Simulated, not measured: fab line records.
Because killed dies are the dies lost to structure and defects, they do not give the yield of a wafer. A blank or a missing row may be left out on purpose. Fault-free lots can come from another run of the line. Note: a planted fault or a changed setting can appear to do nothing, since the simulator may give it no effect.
What tool caused it? || flow n5 finfet || 11 lots with 33 wafers sampled at 5 steps, on a route of 1938 steps

== WHAT THE GAUGES SHOWED, per wafer ==
No reading from a measuring or inspecting step in the record can be judged against a usual standard deviation.

== WHAT TOOL EACH LOT RAN ON (gives the tool, then ch and the chambers of the sampled wafers, and finally the start) ==
{"lot": "L232", "N5_BEOL_M8_ETCH_66": "rie diel-03 ch 0,3, day 9 10:33", "N5_BEOL_M8_STRIP_80": "rie diel-03 ch 0,3, day 9 12:52 or earlier", "N5_BEOL_M8_DEGAS_44": "pvd sputter-01, day 9 12:52", "N5_BEOL_M8_SPUTTER_48": "pvd sputter-02, day 9 13:40", "N5_PASSIVATION_PROBE_49": "prober-02, day 12 18:55"}
{"lot": "L233", "N5_BEOL_M8_ETCH_66": "rie diel-03 ch 0,1, day 9 17:07", "N5_BEOL_M8_STRIP_80": "rie diel-03 ch 0,1, day 9 18:16 or earlier", "N5_BEOL_M8_DEGAS_44": "pvd sputter-02, day 9 18:16", "N5_BEOL_M8_SPUTTER_48": "pvd sputter-01, day 9 18:56", "N5_PASSIVATION_PROBE_49": "prober-01, day 12 19:35"}
{"lot": "L244", "N5_BEOL_M8_ETCH_66": "rie diel-04 ch 0,1,2, day 12 04:55", "N5_BEOL_M8_STRIP_80": "rie diel-04 ch 0,1,2, day 12 05:49 or earlier", "N5_BEOL_M8_DEGAS_44": "pvd sputter-03, day 12 05:49", "N5_BEOL_M8_SPUTTER_48": "pvd sputter-03, day 12 06:33", "N5_PASSIVATION_PROBE_49": "prober-02, day 15 01:05"}
{"lot": "L242", "N5_BEOL_M8_ETCH_66": "rie diel-03 ch 0,3, day 12 05:00", "N5_BEOL_M8_STRIP_80": "rie diel-03 ch 0,3, day 12 06:00 or earlier", "N5_BEOL_M8_DEGAS_44": "pvd sputter-01, day 12 06:00", "N5_BEOL_M8_SPUTTER_48": "pvd sputter-01, day 12 08:12", "N5_PASSIVATION_PROBE_49": "prober-01, day 15 04:20"}
{"lot": "L243", "N5_BEOL_M8_ETCH_66": "rie diel-01 ch 1,2, day 12 12:01", "N5_BEOL_M8_STRIP_80": "rie diel-01 ch 1,2, day 12 13:11 or earlier", "N5_BEOL_M8_DEGAS_44": "pvd sputter-02, day 12 13:11", "N5_BEOL_M8_SPUTTER_48": "pvd sputter-01, day 12 13:56", "N5_PASSIVATION_PROBE_49": "prober-02, day 15 10:44"}
{"lot": "L245", "N5_BEOL_M8_ETCH_66": "rie diel-04 ch 0,1,2, day 12 16:58", "N5_BEOL_M8_STRIP_80": "rie diel-04 ch 0,1,2, day 12 18:14 or earlier", "N5_BEOL_M8_DEGAS_44": "pvd sputter-02, day 12 18:14", "N5_BEOL_M8_SPUTTER_48": "pvd sputter-03, day 12 19:15", "N5_PASSIVATION_PROBE_49": "prober-02, day 15 16:59"}
{"lot": "L247", "N5_BEOL_M8_ETCH_66": "rie diel-01 ch 1,2, day 13 18:14", "N5_BEOL_M8_STRIP_80": "rie diel-01 ch 1,2, day 13 20:31 or earlier", "N5_BEOL_M8_DEGAS_44": "pvd sputter-01, day 13 20:31", "N5_BEOL_M8_SPUTTER_48": "pvd sputter-02, day 13 21:50", "N5_PASSIVATION_PROBE_49": "prober-01, day 16 16:14"}
{"lot": "L249", "N5_BEOL_M8_ETCH_66": "rie diel-04 ch 0,1,3, day 14 02:09", "N5_BEOL_M8_STRIP_80": "rie diel-04 ch 0,1,3, day 14 03:20 or earlier", "N5_BEOL_M8_DEGAS_44": "pvd sputter-01, day 14 03:20", "N5_BEOL_M8_SPUTTER_48": "pvd sputter-03, day 14 04:51", "N5_PASSIVATION_PROBE_49": "prober-02, day 17 05:18"}
{"lot": "L252", "N5_BEOL_M8_ETCH_66": "rie diel-01 ch 1,2, day 14 20:59", "N5_BEOL_M8_STRIP_80": "rie diel-01 ch 1,2, day 14 22:03 or earlier", "N5_BEOL_M8_DEGAS_44": "pvd sputter-02, day 14 22:03", "N5_BEOL_M8_SPUTTER_48": "pvd sputter-02, day 14 22:38", "N5_PASSIVATION_PROBE_49": "prober-01, day 17 07:01"}
{"lot": "L253", "N5_BEOL_M8_ETCH_66": "rie diel-03 ch 0,1,2, day 15 07:16", "N5_BEOL_M8_STRIP_80": "rie diel-03 ch 0,1,2, day 15 08:13 or earlier", "N5_BEOL_M8_DEGAS_44": "pvd sputter-03, day 15 08:13", "N5_BEOL_M8_SPUTTER_48": "pvd sputter-01, day 15 08:52", "N5_PASSIVATION_PROBE_49": "prober-01, day 17 20:49"}
{"lot": "L255", "N5_BEOL_M8_ETCH_66": "rie diel-01 ch 1,2,3, day 15 07:25", "N5_BEOL_M8_STRIP_80": "rie diel-01 ch 1,2,3, day 15 08:33 or earlier", "N5_BEOL_M8_DEGAS_44": "pvd sputter-01, day 15 08:33", "N5_BEOL_M8_SPUTTER_48": "pvd sputter-03, day 15 09:46", "N5_PASSIVATION_PROBE_49": "prober-01, day 18 01:34"}
- N5_BEOL_M8_ETCH_66: etches SOC in N2/H2, target depth 80 nm, overetch 16 nm, time 120 s.
- N5_BEOL_M8_STRIP_80: strips in N2/H2, time 10 s.
- N5_BEOL_M8_DEGAS_44: time 60 s.
- N5_BEOL_M8_SPUTTER_48: material Cu, target thk 10 nm, time 1.667 s.
- N5_PASSIVATION_PROBE_49

== AS READ BY THE TOOLS THEMSELVES (means over the sampled wafers that have a number; for cases with no such wafer, the mark the record gives instead) ==
N5_BEOL_M8_ETCH_66. Usual: drypump motor current A 5.9 A, standard deviation 0.41; oes product au 0.61 a.u., standard deviation 0.062; rf vpp V 523.7 V, standard deviation 2.4; showerhead plenum p Torr 2.54 Torr, standard deviation 0.079; throttle valve pct 17.78 %, standard deviation 0.28.
{"lot": "L232", "tool": "rie diel-03", "drypump motor current A (A)": 5.8, "oes product au (a.u.)": 0.62, "rf vpp V (V)": 523.3, "showerhead plenum p Torr (Torr)": 2.53, "throttle valve pct (%)": 17.76, "flag": ""}
{"lot": "L233", "tool": "rie diel-03", "drypump motor current A (A)": 6.0, "oes product au (a.u.)": 0.62, "rf vpp V (V)": 522.5, "showerhead plenum p Torr (Torr)": 2.49, "throttle valve pct (%)": 17.73, "flag": ""}
{"lot": "L244", "tool": "rie diel-04", "drypump motor current A (A)": 5.4, "oes product au (a.u.)": 0.61, "rf vpp V (V)": 521.4, "showerhead plenum p Torr (Torr)": 2.48, "throttle valve pct (%)": 17.77, "flag": ""}
{"lot": "L242", "tool": "rie diel-03", "drypump motor current A (A)": 5.5, "oes product au (a.u.)": 0.69, "rf vpp V (V)": 524.8, "showerhead plenum p Torr (Torr)": 2.57, "throttle valve pct (%)": 17.67, "flag": ""}
{"lot": "L243", "tool": "rie diel-01", "drypump motor current A (A)": 6.3, "oes product au (a.u.)": 0.58, "rf vpp V (V)": 524.2, "showerhead plenum p Torr (Torr)": 2.53, "throttle valve pct (%)": 18.15, "flag": ""}
{"lot": "L245", "tool": "rie diel-04", "drypump motor current A (A)": 5.4, "oes product au (a.u.)": 0.61, "rf vpp V (V)": 521.9, "showerhead plenum p Torr (Torr)": 2.48, "throttle valve pct (%)": 17.77, "flag": ""}
{"lot": "L247", "tool": "rie diel-01", "drypump motor current A (A)": 6.2, "oes product au (a.u.)": 0.59, "rf vpp V (V)": 523.0, "showerhead plenum p Torr (Torr)": 2.54, "throttle valve pct (%)": 18.07, "flag": ""}
{"lot": "L249", "tool": "rie diel-04", "drypump motor current A (A)": 5.8, "oes product au (a.u.)": 0.61, "rf vpp V (V)": 522.7, "showerhead plenum p Torr (Torr)": 2.49, "throttle valve pct (%)": 17.74, "flag": ""}
{"lot": "L252", "tool": "rie diel-01", "drypump motor current A (A)": 6.3, "oes product au (a.u.)": 0.57, "rf vpp V (V)": 523.2, "showerhead plenum p Torr (Torr)": 2.52, "throttle valve pct (%)": 18.18, "flag": ""}
{"lot": "L253", "tool": "rie diel-03", "drypump motor current A (A)": 6.0, "oes product au (a.u.)": 0.62, "rf vpp V (V)": 522.8, "showerhead plenum p Torr (Torr)": 2.49, "throttle valve pct (%)": 17.64, "flag": ""}
{"lot": "L255", "tool": "rie diel-01", "drypump motor current A (A)": 6.3, "oes product au (a.u.)": 0.60, "rf vpp V (V)": 525.0, "showerhead plenum p Torr (Torr)": 2.58, "throttle valve pct (%)": 17.96, "flag": ""}

N5_BEOL_M8_STRIP_80. Usual: drypump motor current A 5.9 A, standard deviation 0.41; oes product au 0.79 a.u., standard deviation 0.086; rf vpp V 59.1 V, standard deviation 0.88; showerhead plenum p Torr 2.53 Torr, standard deviation 0.079; throttle valve pct 23.6 %, standard deviation 0.33.
{"lot": "L232", "tool": "rie diel-03", "drypump motor current A (A)": 5.8, "oes product au (a.u.)": 0.82, "rf vpp V (V)": 58.5, "showerhead plenum p Torr (Torr)": 2.53, "throttle valve pct (%)": 23.6, "flag": ""}
{"lot": "L233", "tool": "rie diel-03", "drypump motor current A (A)": 6.0, "oes product au (a.u.)": 0.82, "rf vpp V (V)": 59.1, "showerhead plenum p Torr (Torr)": 2.48, "throttle valve pct (%)": 23.6, "flag": ""}
{"lot": "L244", "tool": "rie diel-04", "drypump motor current A (A)": 5.4, "oes product au (a.u.)": 0.80, "rf vpp V (V)": 58.6, "showerhead plenum p Torr (Torr)": 2.48, "throttle valve pct (%)": 23.6, "flag": ""}
{"lot": "L242", "tool": "rie diel-03", "drypump motor current A (A)": 5.5, "oes product au (a.u.)": 0.90, "rf vpp V (V)": 59.4, "showerhead plenum p Torr (Torr)": 2.56, "throttle valve pct (%)": 23.6, "flag": ""}
{"lot": "L243", "tool": "rie diel-01", "drypump motor current A (A)": 6.3, "oes product au (a.u.)": 0.75, "rf vpp V (V)": 59.1, "showerhead plenum p Torr (Torr)": 2.53, "throttle valve pct (%)": 24.0, "flag": ""}
{"lot": "L245", "tool": "rie diel-04", "drypump motor current A (A)": 5.5, "oes product au (a.u.)": 0.79, "rf vpp V (V)": 58.6, "showerhead plenum p Torr (Torr)": 2.48, "throttle valve pct (%)": 23.6, "flag": ""}
{"lot": "L247", "tool": "rie diel-01", "drypump motor current A (A)": 6.1, "oes product au (a.u.)": 0.77, "rf vpp V (V)": 59.0, "showerhead plenum p Torr (Torr)": 2.53, "throttle valve pct (%)": 23.9, "flag": ""}
{"lot": "L249", "tool": "rie diel-04", "drypump motor current A (A)": 5.8, "oes product au (a.u.)": 0.79, "rf vpp V (V)": 59.6, "showerhead plenum p Torr (Torr)": 2.48, "throttle valve pct (%)": 23.6, "flag": ""}
{"lot": "L252", "tool": "rie diel-01", "drypump motor current A (A)": 6.3, "oes product au (a.u.)": 0.73, "rf vpp V (V)": 59.3, "showerhead plenum p Torr (Torr)": 2.52, "throttle valve pct (%)": 24.0, "flag": ""}
{"lot": "L253", "tool": "rie diel-03", "drypump motor current A (A)": 6.0, "oes product au (a.u.)": 0.82, "rf vpp V (V)": 59.2, "showerhead plenum p Torr (Torr)": 2.49, "throttle valve pct (%)": 23.4, "flag": ""}
{"lot": "L255", "tool": "rie diel-01", "drypump motor current A (A)": 6.3, "oes product au (a.u.)": 0.79, "rf vpp V (V)": 59.2, "showerhead plenum p Torr (Torr)": 2.58, "throttle valve pct (%)": 23.8, "flag": ""}

N5_BEOL_M8_DEGAS_44. Usual: heater power w at 341 W, with a standard deviation of 34.
{"lot": "L232", "tool": "pvd sputter-01", "heater power w (W)": 325, "flag": ""}
{"lot": "L233", "tool": "pvd sputter-02", "heater power w (W)": 353, "flag": ""}
{"lot": "L244", "tool": "pvd sputter-03", "heater power w (W)": 354, "flag": ""}
{"lot": "L242", "tool": "pvd sputter-01", "heater power w (W)": 318, "flag": ""}
{"lot": "L243", "tool": "pvd sputter-02", "heater power w (W)": 341, "flag": ""}
{"lot": "L245", "tool": "pvd sputter-02", "heater power w (W)": 368, "flag": ""}
{"lot": "L247", "tool": "pvd sputter-01", "heater power w (W)": 369, "flag": ""}
{"lot": "L249", "tool": "pvd sputter-01", "heater power w (W)": 347, "flag": ""}
{"lot": "L252", "tool": "pvd sputter-02", "heater power w (W)": 321, "flag": ""}
{"lot": "L253", "tool": "pvd sputter-03", "heater power w (W)": 335, "flag": ""}
{"lot": "L255", "tool": "pvd sputter-01", "heater power w (W)": 343, "flag": ""}

N5_BEOL_M8_SPUTTER_48. Usual: bias v 60.1 V, standard deviation 0.68; chamber pressure pa 0.13 Pa, standard deviation 0.00027; throttle valve pct 29.4 %, standard deviation 1.2.
{"lot": "L232", "tool": "pvd sputter-02", "bias v (V)": 60.1, "chamber pressure pa (Pa)": 0.13, "throttle valve pct (%)": 30.0, "flag": ""}
{"lot": "L233", "tool": "pvd sputter-01", "bias v (V)": 59.7, "chamber pressure pa (Pa)": 0.13, "throttle valve pct (%)": 29.0, "flag": ""}
{"lot": "L244", "tool": "pvd sputter-03", "bias v (V)": 59.8, "chamber pressure pa (Pa)": 0.13, "throttle valve pct (%)": 29.5, "flag": ""}
{"lot": "L242", "tool": "pvd sputter-01", "bias v (V)": 60.0, "chamber pressure pa (Pa)": 0.11, "throttle valve pct (%)": 33.2, "flag": "OFF"}
{"lot": "L243", "tool": "pvd sputter-01", "bias v (V)": 59.6, "chamber pressure pa (Pa)": 0.11, "throttle valve pct (%)": 32.5, "flag": "OFF"}
{"lot": "L245", "tool": "pvd sputter-03", "bias v (V)": 60.2, "chamber pressure pa (Pa)": 0.13, "throttle valve pct (%)": 29.9, "flag": ""}
{"lot": "L247", "tool": "pvd sputter-02", "bias v (V)": 59.7, "chamber pressure pa (Pa)": 0.13, "throttle valve pct (%)": 28.9, "flag": ""}
{"lot": "L249", "tool": "pvd sputter-03", "bias v (V)": 60.0, "chamber pressure pa (Pa)": 0.13, "throttle valve pct (%)": 29.7, "flag": ""}
{"lot": "L252", "tool": "pvd sputter-02", "bias v (V)": 60.5, "chamber pressure pa (Pa)": 0.13, "throttle valve pct (%)": 29.4, "flag": ""}
{"lot": "L253", "tool": "pvd sputter-01", "bias v (V)": 60.2, "chamber pressure pa (Pa)": 0.13, "throttle valve pct (%)": 29.5, "flag": ""}
{"lot": "L255", "tool": "pvd sputter-03", "bias v (V)": 60.4, "chamber pressure pa (Pa)": 0.13, "throttle valve pct (%)": 29.9, "flag": ""}

N5_PASSIVATION_PROBE_49. Usual: defect limited yield 91.6 %, standard deviation 1.4; killed_at_M0_to_M3 35, standard deviation 10; killed_at_M4_up 13, standard deviation 5.3; killed at contacts 12, standard deviation 5.9; killed at front end 36, standard deviation 9.9; killed at other 3.2, standard deviation 3; killed dies 99, standard deviation 16; killed open 66, standard deviation 12; killed short 32, standard deviation 7.7; sort_bin_5_function 4.9 %, standard deviation 0.91; sort_bin_6_memory 3.2 %, standard deviation 0.65; sort n pass 1081, standard deviation 16; sort yield pct 91.6 %, standard deviation 1.4.
{"lot": "L232", "tool": "prober-02", "defect limited yield (%)": 91.6, "killed_at_M0_to_M3": 37, "killed_at_M4_up": 14, "killed at contacts": 11, "killed at front end": 30, "killed at other": 6.0, "killed dies": 98, "killed open": 65, "killed short": 32, "sort_bin_5_function (%)": 4.6, "sort_bin_6_memory (%)": 3.4, "sort n pass": 1082, "sort yield pct (%)": 91.6, "flag": ""}
{"lot": "L233", "tool": "prober-01", "defect limited yield (%)": 89.6, "killed_at_M0_to_M3": 40, "killed_at_M4_up": 17, "killed at contacts": 24, "killed at front end": 42, "killed at other": 0.7, "killed dies": 123, "killed open": 81, "killed short": 40, "sort_bin_5_function (%)": 6.6, "sort_bin_6_memory (%)": 3.3, "sort n pass": 1057, "sort yield pct (%)": 89.6, "flag": ""}
{"lot": "L244", "tool": "prober-02", "defect limited yield (%)": 91.9, "killed_at_M0_to_M3": 41, "killed_at_M4_up": 11, "killed at contacts": 13, "killed at front end": 27, "killed at other": 3.3, "killed dies": 96, "killed open": 62, "killed short": 33, "sort_bin_5_function (%)": 4.8, "sort_bin_6_memory (%)": 2.9, "sort n pass": 1084, "sort yield pct (%)": 91.9, "flag": ""}
{"lot": "L242", "tool": "prober-01", "defect limited yield (%)": 92.4, "killed_at_M0_to_M3": 24, "killed_at_M4_up": 11, "killed at contacts": 13, "killed at front end": 41, "killed at other": 1.3, "killed dies": 90, "killed open": 63, "killed short": 27, "sort_bin_5_function (%)": 4.5, "sort_bin_6_memory (%)": 2.8, "sort n pass": 1090, "sort yield pct (%)": 92.4, "flag": ""}
{"lot": "L243", "tool": "prober-02", "defect limited yield (%)": 89.9, "killed_at_M0_to_M3": 48, "killed_at_M4_up": 18, "killed at contacts": 4, "killed at front end": 47, "killed at other": 2.0, "killed dies": 120, "killed open": 73, "killed short": 45, "sort_bin_5_function (%)": 5.7, "sort_bin_6_memory (%)": 4.1, "sort n pass": 1060, "sort yield pct (%)": 89.9, "flag": ""}
{"lot": "L245", "tool": "prober-02", "defect limited yield (%)": 91.6, "killed_at_M0_to_M3": 38, "killed_at_M4_up": 16, "killed at contacts": 13, "killed at front end": 30, "killed at other": 2.0, "killed dies": 99, "killed open": 69, "killed short": 30, "sort_bin_5_function (%)": 5.0, "sort_bin_6_memory (%)": 3.2, "sort n pass": 1081, "sort yield pct (%)": 91.6, "flag": ""}
{"lot": "L247", "tool": "prober-01", "defect limited yield (%)": 93.5, "killed_at_M0_to_M3": 20, "killed_at_M4_up": 7, "killed at contacts": 19, "killed at front end": 28, "killed at other": 2.3, "killed dies": 76, "killed open": 49, "killed short": 26, "sort_bin_5_function (%)": 4.0, "sort_bin_6_memory (%)": 2.3, "sort n pass": 1104, "sort yield pct (%)": 93.5, "flag": ""}
{"lot": "L249", "tool": "prober-02", "defect limited yield (%)": 91.8, "killed_at_M0_to_M3": 42, "killed_at_M4_up": 13, "killed at contacts": 7, "killed at front end": 33, "killed at other": 1.7, "killed dies": 97, "killed open": 62, "killed short": 34, "sort_bin_5_function (%)": 4.8, "sort_bin_6_memory (%)": 3.1, "sort n pass": 1083, "sort yield pct (%)": 91.8, "flag": ""}
{"lot": "L252", "tool": "prober-01", "defect limited yield (%)": 91.1, "killed_at_M0_to_M3": 41, "killed_at_M4_up": 18, "killed at contacts": 17, "killed at front end": 27, "killed at other": 2.7, "killed dies": 105, "killed open": 75, "killed short": 29, "sort_bin_5_function (%)": 5.6, "sort_bin_6_memory (%)": 3.0, "sort n pass": 1075, "sort yield pct (%)": 91.1, "flag": ""}
{"lot": "L253", "tool": "prober-01", "defect limited yield (%)": 91.7, "killed_at_M0_to_M3": 39, "killed_at_M4_up": 7, "killed at contacts": 7, "killed at front end": 39, "killed at other": 6.0, "killed dies": 98, "killed open": 66, "killed short": 33, "sort_bin_5_function (%)": 5.0, "sort_bin_6_memory (%)": 3.1, "sort n pass": 1082, "sort yield pct (%)": 91.7, "flag": ""}
{"lot": "L255", "tool": "prober-01", "defect limited yield (%)": 92.1, "killed_at_M0_to_M3": 26, "killed_at_M4_up": 12, "killed at contacts": 8, "killed at front end": 47, "killed at other": 1.0, "killed dies": 94, "killed open": 66, "killed short": 26, "sort_bin_5_function (%)": 4.7, "sort_bin_6_memory (%)": 3.0, "sort n pass": 1086, "sort yield pct (%)": 92.1, "flag": ""}

== THE ANSWER, worked out from the rows above alone ==
Rule: a lot is off if the mean of its wafers that have a number lies more than 3 standard deviations from the usual mean. A lot without any number at a reading at which 4 lots or more have one is off too. Where the step has rows for the other lots, those lots are counted as sound. Order of review: gauges by route order, followed by the tools' own readings, for which a lot's mean as printed above is used. The first step at which some lot is off is used, and at that step the reading that is off furthest; a lot without a number counts as furthest.
Off: L242, L243, at N5_BEOL_M8_SPUTTER_48 (chamber pressure pa).
A tool fits if, at that step or a process step before it, it ran every lot that is off, and no sound lot after the first of them. N5_BEOL_M8_STRIP_80 gives no start for some lots, so the hours and the order of its lots are those of N5_BEOL_M8_DEGAS_44. No candidate that was tried fits.

== WHAT THE SIMULATOR PUT IN ==
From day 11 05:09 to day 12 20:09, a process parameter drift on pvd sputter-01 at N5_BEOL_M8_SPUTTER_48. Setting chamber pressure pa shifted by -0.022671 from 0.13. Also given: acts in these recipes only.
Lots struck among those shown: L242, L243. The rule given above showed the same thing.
